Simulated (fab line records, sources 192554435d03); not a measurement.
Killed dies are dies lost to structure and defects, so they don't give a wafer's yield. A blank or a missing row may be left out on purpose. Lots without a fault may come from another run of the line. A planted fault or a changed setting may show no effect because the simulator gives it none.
fab line records | flow n5_finfet
record lots=5 wafers=15 last_day=18
route steps=1938 shown FIN_CUT@178 STI_FIN_REVEAL@183 BEOL_M4@1111 PASSIVATION@1936
lots that met no fault: from a run of the same line without faults
start_h: hours from the record's first day to the start of the lot's first wafer shown | wait_h: hours since the lot's step before | " the same as in the row above | L1.1+2: a row that stands for several wafers | - no value, or no start given | * or withheld: withheld | < > ~ a bound
route shown NAME@n: a module of which the file shows steps, and the number in the route of the first | usual: mean/standard deviation of fault-free wafers | same: alike in all rows | chamber/n: place in a boat | sites: the reading at each site | _std_site: their standard deviation | _edge_site: outer sites' mean less inner sites' | radius_mm: how far each site lies from the wafer's centre | mask NAME#n: copy n | behind: the tool/chamber that last shaped the wafer | hold: why the lot was held/for how many hours/how that ended | device: the transistor (n, p or np) that didn't switch | end of line: the same wafers' tests at the end of the route | a step without rows: its recipe alone | killed: dies lost to structure and defects at the first sort, not the wafer's yield | map: a wafer's dies, x killed, . not, _ none there
set.NAME: the setting as run; set.NAME@STEP: as run at that earlier step | model.NAME: the simulator's own value behind a step, which no gauge read
lots at some steps of the route; a table a step, a row a wafer
services: from which hour (start_h, from the record's first day; less than 0 if before it) a tool's chamber was out of use, for how many hours, and why
## steps
# step N5_FIN_CUT_STRIP_22
# recipe chemistry=N2/H2 power_w=500 temp_c=40 pressure_mtorr=50 rf_frequency_hz=6e+07 overash_fraction=0.3 bias_power_w=8 h2_frac=0.5 n2_flow_sccm=300 h2_flow_sccm=300
# step N5_FIN_CUT_PRECLEAN_36
# recipe chemistry=O3/DIW time_s=60 temp_c=22 o3_ppm=10
# step N5_FIN_CUT_SRD_32
# recipe dry=ipa_marangoni time_s=30 temp_c=23 rinse_liquid=diw
# step N5_FIN_CUT_UV_OZONE_34
# recipe time_s=120 pressure_torr=760 temp_c=25
# step N5_STI_FIN_REVEAL_ALD_00
# recipe material=SiO2 target_thk_a=10 temp_c=300 ald_precursor_family=BDEAS ald_co_reactant=O2-plasma pulse_time_s=1 pressure_torr=2
# step N5_STI_FIN_REVEAL_ALD_14
# recipe material=Si3N4 target_thk_a=30 temp_c=400 ald_precursor_family=SiH2I2 ald_co_reactant=N2/H2-plasma pressure_torr=2
# step N5_STI_FIN_REVEAL_FCVD_FILL_01
# recipe material=SiO2_flowable target_thk_a=3120 temp_c=100 pressure_torr=0.8 rf_w=2000 time_s=512.2
# step N5_STI_FIN_REVEAL_DENSIFY_02
# recipe temp_c=650 ambient=steam time_s=1800 idle_temp_c=400 densification_p_h2o_torr=640
# step N5_STI_FIN_REVEAL_CMP_04
# recipe stop_on=Si3N4 t_overpolish_s=4 down_force_psi=2 platen_rpm=54.18 post_cmp_clean=alkaline_brush pad_velocity_m_s=1.078 target_thk_nm=131.83
# step N5_STI_FIN_REVEAL_DENSIFY_30
# recipe temp_c=* time_s=* ambient=N2 idle_temp_c=600 ramp_up_c_per_s=150 ramp_down_c_per_s=60 cool_to_c=600
# step N5_STI_FIN_REVEAL_ETCHBACK_08
# recipe chemistry=C4F6/O2 target=SiO2 target_depth_a=305 time_s=10.167 ion_energy_ev=250 pressure_mtorr=30 source_w=345 bias_w=185 Ar_flow_sccm=300 C4F6_flow_sccm=10 O2_flow_sccm=10
# usual drypump_motor_current_A=5.9/0.59 oes_ar_750_au=0.78/0.059 oes_f_703_au=0.77/0.061 oes_product_au=0.78/0.062 rf_vpp_V=671/13 showerhead_plenum_p_Torr=2.85/0.094 throttle_valve_pct=21.18/0.3
# columns lot.wafer tool chamber start_h wait_h drypump_motor_current_A oes_ar_750_au oes_f_703_au oes_product_au rf_hours_counter_h rf_vpp_V showerhead_plenum_p_Torr throttle_valve_pct
L168.1 rie_diel-02 0 75.49 0.3 5.7 0.81 0.81 0.81 108 690 2.87 21.19
L168.3 " 3 " " 5.7 0.76 0.78 0.74 165 661 2.86 21.41
L168.5 " 2 " " 6.1 0.81 0.79 0.81 - 675 2.88 21.06
L181.2 rie_diel-02 1 155.65 0.2 6.7 0.83 0.83 0.83 70 654 3.01 20.93
L181.3 " 2 " " 6.1 0.78 0.76 0.79 101 674 2.86 21.11
L181.5 " 1 " " 6.8 0.83 0.83 0.83 - 653 3.01 20.93
L182.2 rie_diel-02 0 163.74 0.4 5.7 0.77 0.78 0.79 142 690 2.85 21.23
L182.5 " 0 " " 5.7 0.78 0.78 0.79 - 691 2.85 21.24
L182.6 " 1 " " 6.7 0.82 0.82 0.82 - 654 3.01 20.92
L183.1 rie_diel-02 1 169.89 0.2 6.7 0.82 0.82 0.83 76 653 3.01 20.93
L183.3 " 0 " " 5.7 0.78 0.77 0.79 145 692 2.85 21.24
L183.5 " 0 " " 5.7 0.78 0.78 0.78 - 691 2.85 21.24
L184.2 rie_diel-05 3 174.82 0.2 5.4 0.84 0.83 0.85 47 677 2.79 21.09
L184.3 " 1 " " 6.6 0.77 0.76 0.77 111 679 2.89 20.89
L184.4 " 2 " " 6.3 0.72 0.71 0.71 - 661 2.85 21.59
# step N5_STI_FIN_REVEAL_STRIP_24
# recipe chemistry=N2/H2 time_s=90 power_w=100 temp_c=40 pressure_mtorr=100 rf_frequency_hz=6e+07 bias_power_w=3 n2_flow_sccm=300 h2_flow_sccm=300
# step N5_STI_FIN_REVEAL_PRECLEAN_25
# recipe chemistry=SPM time_s=90 temp_c=120 mix=4:1
# step N5_STI_FIN_REVEAL_PRECLEAN_26
# recipe chemistry=SC1 time_s=45 temp_c=46 mix=1:2:100
# step N5_STI_FIN_REVEAL_PRECLEAN_29
# recipe chemistry=DHF time_s=30 temp_c=25 dilution=300:1
# step N5_STI_FIN_REVEAL_SRD_12
# recipe time_s=30 temp_c=23 rinse_liquid=diw dry=ipa_marangoni
# step N5_STI_FIN_REVEAL_RECESS_09
# recipe chemistry=HF/NH3 target=SiO2 afs_cycles=11 target_depth_a=425 temp_c=30 sublimation_temp_c=180 sublimation_time_s=60
# step N5_STI_FIN_REVEAL_STRIP_16
# recipe chemistry=H3PO4 material=SiNx temp_c=165 target_depth_a=238 overetch_fraction=0.4964 dry=ipa_marangoni
# step N5_STI_FIN_REVEAL_PRECLEAN_17
# recipe chemistry=NF3:NH3 afs_cycles=1 temp_c=30 time_s=20 sublimation_temp_c=180 sublimation_time_s=60 pressure_torr=3 rf_power_w=30
# step N5_STI_FIN_REVEAL_ETCH_34
# recipe chemistry=H2 mode=isotropic material=Si target=Si target_depth_a=9.7 temp_c=20 pressure_mtorr=4.5 icp_w=300 bias_w=0 h2_flow_sccm=7.5 he_flow_sccm=142.5
# step N5_STI_FIN_REVEAL_OXIDATION_31
# recipe chemistry=O2_PLASMA_REMOTE temp_c=150 time_s=20 pressure_mtorr=1000 source_power_w=2000 o2_flow_sccm=3000
# step N5_STI_FIN_REVEAL_PRECLEAN_32
# recipe chemistry=NF3:NH3 afs_cycles=1 temp_c=30 time_s=20 sublimation_temp_c=180 sublimation_time_s=60 pressure_torr=3 rf_power_w=30
# step N5_STI_FIN_REVEAL_STRIP_35
# recipe chemistry=H3PO4 material=Si3N4 temp_c=165 target_depth_a=40 time_s=39
# step N5_STI_FIN_REVEAL_SRD_21
# recipe dry=ipa_marangoni time_s=30 temp_c=23 rinse_liquid=diw
# step N5_STI_FIN_REVEAL_OXIDATION_33
# recipe chemistry=O2_PLASMA_REMOTE temp_c=150 time_s=20 pressure_mtorr=1000 source_power_w=2000 o2_flow_sccm=3000
# step N5_STI_FIN_REVEAL_CLEAN_19
# recipe chemistry=O3/DIW temp_c=25 time_s=120 o3_ppm=10
# step N5_STI_FIN_REVEAL_SRD_23
# recipe dry=ipa_marangoni time_s=30 temp_c=23 rinse_liquid=diw
# step N5_STI_FIN_REVEAL_FIN_H_MEAS_10
# usual trench_depth_nm=51.8/0.69
# columns lot.wafer tool chamber start_h wait_h trench_depth_nm
L168.1 ocd-02 - 78.57 0.0 52.1
L168.3 " - " " 51.9
L168.5 " - " " 51.5
L181.2 ocd-02 - 158.60 0.0 54.1
L181.3 " - " " 53.1
L181.5 " - " " 54.1
L182.2 ocd-02 - 166.71 0.0 53.8
L182.5 " - " " 53.9
L182.6 " - " " 53.9
L183.1 ocd-02 - 172.85 0.0 53.8
L183.3 " - " " 54.0
L183.5 " - " " 54.0
L184.2 ocd-02 - 177.78 0.0 51.4
L184.3 " - " " 51.6
L184.4 " - " " 51.8
# step N5_STI_FIN_REVEAL_PRECLEAN_18
# recipe chemistry=SC2 time_s=45 temp_c=35 mix=1:1:50
# step N5_BEOL_M4_RC_MEAS_101
# usual DIBL_N=36.3/2 DIBL_P=36.3/2.4 IOFF_N=0.16/0.034 IOFF_P=0.21/0.035 ION_N=672/12 ION_P=459/6.5 SS_N=71.6/0.67 SS_P=73.3/0.71 VT_N=250/3.5 VT_P=-251/3
# columns lot.wafer tool chamber start_h wait_h DIBL_N[mV/V] DIBL_P[mV/V] IOFF_N[nA/um] IOFF_P[nA/um] ION_N[uA/um] ION_P[uA/um] SS_N[mV/dec] SS_P[mV/dec] VT_N[mV] VT_P[mV]
L168.1 prober-02 0 219.81 0.0 33.2 32.5 0.13 0.17 669 456 72.0 72.4 251 -255
L168.3 " 0 " " 35.0 35.7 0.16 0.22 673 462 72.4 73.3 249 -247
L168.5 " 0 " " 32.8 32.0 0.12 0.17 652 446 71.1 72.3 253 -250
L181.2 prober-02 0 296.36 0.2 33.1 32.4 0.13 0.16 691 468 71.1 72.4 250 -253
L181.3 " 0 " " 35.0 35.0 0.17 0.18 701 471 71.5 72.7 247 -251
L181.5 " 0 " " 36.2 37.2 0.20 0.22 713 480 72.3 72.9 244 -249
L183.1 prober-02 0 313.61 0.0 35.6 35.3 0.15 0.18 695 472 71.6 73.5 250 -250
L183.3 " 0 " " 36.6 37.3 0.18 0.22 709 483 71.6 74.5 248 -247
L183.5 " 0 " " 37.4 38.2 0.20 0.23 711 481 72.0 74.4 246 -248
L182.2 prober-01 0 318.02 0.2 35.4 34.6 0.15 0.18 690 471 71.0 73.5 248 -254
L182.5 " 0 " " 34.6 34.6 0.14 0.18 691 473 70.9 73.2 249 -252
L182.6 " 0 " " 35.0 35.5 0.15 0.19 700 478 71.3 73.2 248 -251
L184.2 prober-01 0 326.54 0.2 38.5 39.2 0.23 0.26 693 467 72.8 73.9 242 -247
L184.3 " 0 " " 37.8 38.4 0.23 0.26 685 459 72.2 73.7 243 -247
L184.4 " 0 " " 38.6 39.4 0.23 0.26 686 460 71.8 74.3 244 -245
# step N5_PASSIVATION_PROBE_49
# usual defect_limited_yield=91.4/1.5 killed_at_M0_to_M3=33/11 killed_at_M4_up=14/5.3 killed_at_contacts=13/6.2 killed_at_front_end=39/13 killed_at_other=3.1/2.8 killed_dies=102/17 killed_on_rim=13/3.8 killed_open=68/13 killed_short=32/7.8 sort_bin_5_function=5.1/0.95 sort_bin_6_memory=3.2/0.7 sort_n_pass=1078/18 sort_yield_pct=91.3/1.5
# same gross_dies=1180 killed_at_back_side=0 sort_bin_4_leakage[%]=0 sort_bin_8_speed[%]=0
# columns lot.wafer tool chamber start_h wait_h defect_limited_yield[%] killed_at_M0_to_M3 killed_at_M4_up killed_at_contacts killed_at_front_end killed_at_other killed_dies killed_on_rim killed_open killed_short sort_bin_5_function[%] sort_bin_6_memory[%] sort_n_pass sort_yield_pct[%]
L168.1 prober-01 - 319.35 0.0 90.8 31 19 9 49 1 109 14 68 41 5.7 3.4 1071 90.8
L168.3 prober-01 - 319.45 0.1 91.3 32 7 2 60 2 103 12 59 43 5.3 3.2 1077 91.3
L168.5 prober-01 - 319.55 0.2 90.2 48 9 8 51 0 116 12 79 37 7.2 2.4 1064 90.2
L183.1 prober-02 - 419.91 0.0 93.6 20 10 10 34 2 76 9 54 22 4.3 2.0 1104 93.6
L183.3 prober-02 - 420.01 0.1 91.8 35 13 9 39 1 97 18 65 29 4.5 3.2 1083 91.8
L183.5 prober-02 - 420.11 0.2 93.1 41 10 7 23 0 81 7 60 18 4.0 2.8 1099 93.1
L182.2 prober-01 - 427.42 0.1 91.9 22 14 10 48 1 95 11 75 20 5.4 2.5 1085 91.9
L182.5 prober-01 - 427.57 0.2 94.6 20 6 5 29 4 64 8 37 27 3.4 1.9 1116 94.6
L182.6 prober-01 - 427.62 0.3 93.3 21 10 16 29 3 79 17 60 18 4.1 2.5 1101 93.3
# killed by level:class
L168.1 FIN_SAQP:geometric_particle:short=14 FIN_SAQP:geometric_particle:open=11 BEOL_M4:geometric_particle:open=11 MOL_CONTACT_COAG:geometric_particle:open=8 BEOL_M0_SAQP:geometric_particle:open=8 BEOL_M1:geometric_particle:open=8 BEOL_M1:geometric_particle:short=7 STI_FIN_REVEAL:geometric_particle:open=6
L168.3 FIN_SAQP:geometric_particle:short=18 FIN_SAQP:geometric_particle:open=17 BEOL_M0_SAQP:geometric_particle:short=12 STI_FIN_REVEAL:geometric_particle:open=11 BEOL_M0_SAQP:geometric_particle:open=9 GATE_CUT:geometric_particle:short=7 BEOL_M1:geometric_particle:open=4 BEOL_M4:geometric_particle:open=3
L168.5 FIN_SAQP:geometric_particle:short=12 BEOL_M0_SAQP:geometric_particle:open=12 FIN_SAQP:geometric_particle:open=11 BEOL_M0_SAQP:geometric_particle:short=9 BEOL_M1:geometric_particle:open=9 MOL_CONTACT_COAG:geometric_particle:open=8 GATE_CUT:geometric_particle:short=7 STI_FIN_REVEAL:geometric_particle:open=7
L183.1 DUMMY_GATE:geometric_particle:open=9 MOL_CONTACT_COAG:geometric_particle:open=9 FIN_SAQP:geometric_particle:open=8 BEOL_M3:geometric_particle:open=8 BEOL_M4:geometric_particle:open=7 BEOL_M0_SAQP:geometric_particle:open=4 FIN_SAQP:geometric_particle:short=3 ILD0:geometric_particle:short=3
L183.3 BEOL_M3:geometric_particle:open=13 STI_FIN_REVEAL:geometric_particle:open=10 DUMMY_GATE:geometric_particle:open=7 MOL_CONTACT_COAG:geometric_particle:open=6 BEOL_M0_SAQP:geometric_particle:open=6 GATE_CUT:geometric_particle:short=4 BEOL_M1:geometric_particle:open=4 BEOL_M4:geometric_particle:open=4
L183.5 BEOL_M3:geometric_particle:open=15 BEOL_M0_SAQP:geometric_particle:open=8 MOL_CONTACT_COAG:geometric_particle:open=6 BEOL_M1:geometric_particle:open=6 FIN_SAQP:geometric_particle:open=5 STI_FIN_REVEAL:geometric_particle:open=4 DUMMY_GATE:geometric_particle:open=4 BEOL_M0_SAQP:geometric_particle:short=4
L182.2 FIN_SAQP:geometric_particle:open=24 MOL_CONTACT_COAG:geometric_particle:open=8 STI_FIN_REVEAL:geometric_particle:open=6 BEOL_M0_SAQP:geometric_particle:short=6 BEOL_M2:geometric_particle:open=6 FIN_SAQP:geometric_particle:short=4 BEOL_M0:geometric_particle:open=4 DUMMY_GATE:geometric_particle:open=3
L182.5 FIN_SAQP:geometric_particle:short=7 BEOL_M3:geometric_particle:open=7 FIN_SAQP:geometric_particle:open=4 GATE_CUT:geometric_particle:short=4 MOL_CONTACT_COAG:geometric_particle:open=4 BEOL_M2:geometric_particle:open=4 DUMMY_GATE:geometric_particle:open=3 GATE_CUT:geometric_particle:open=3
L182.6 MOL_CONTACT_COAG:geometric_particle:open=15 BEOL_M2:geometric_particle:open=8 FIN_SAQP:geometric_particle:short=7 FIN_SAQP:geometric_particle:open=5 GATE_CUT:geometric_particle:open=4 BEOL_M0_SAQP:geometric_particle:short=4 BEOL_M1:geometric_particle:open=4 BEOL_M4:geometric_particle:open=4
## services
# columns tool chamber start_h hours kind
rie_diel-02 1 96.54 4.5 repair
rie_diel-05 3 102.56 2.6 repair
rie_diel-05 - 146.10 14.6 pm
rie_diel-05 0 161.45 14.5 repair
## key
first_sign step=N5_STI_FIN_REVEAL_FIN_H_MEAS_10 reading=trench_depth_nm direction=up sigmas=3 usual=51.8 struck=53.9
effect step=N5_BEOL_M4_RC_MEAS_101 reading=ION_P direction=up sigmas=2.5 usual=459 struck=475 wafers_moved=7
effect step=N5_BEOL_M4_RC_MEAS_101 reading=ION_N direction=up sigmas=2.4 usual=672 struck=700
met_at N5_STI_FIN_REVEAL_ETCHBACK_08
struck_wafers L181.2,L181.3,L181.5,L182.2,L182.5,L182.6,L183.1,L183.3,L183.5
onset_between 75.49 155.65
fault kind=process_parameter_drift tool=rie_diel-02 chamber=- onset_h=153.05 steps=N5_STI_FIN_REVEAL_ETCHBACK_08 channel=time_s offset=* shape=step end_h=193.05 acts_in=* stated=*
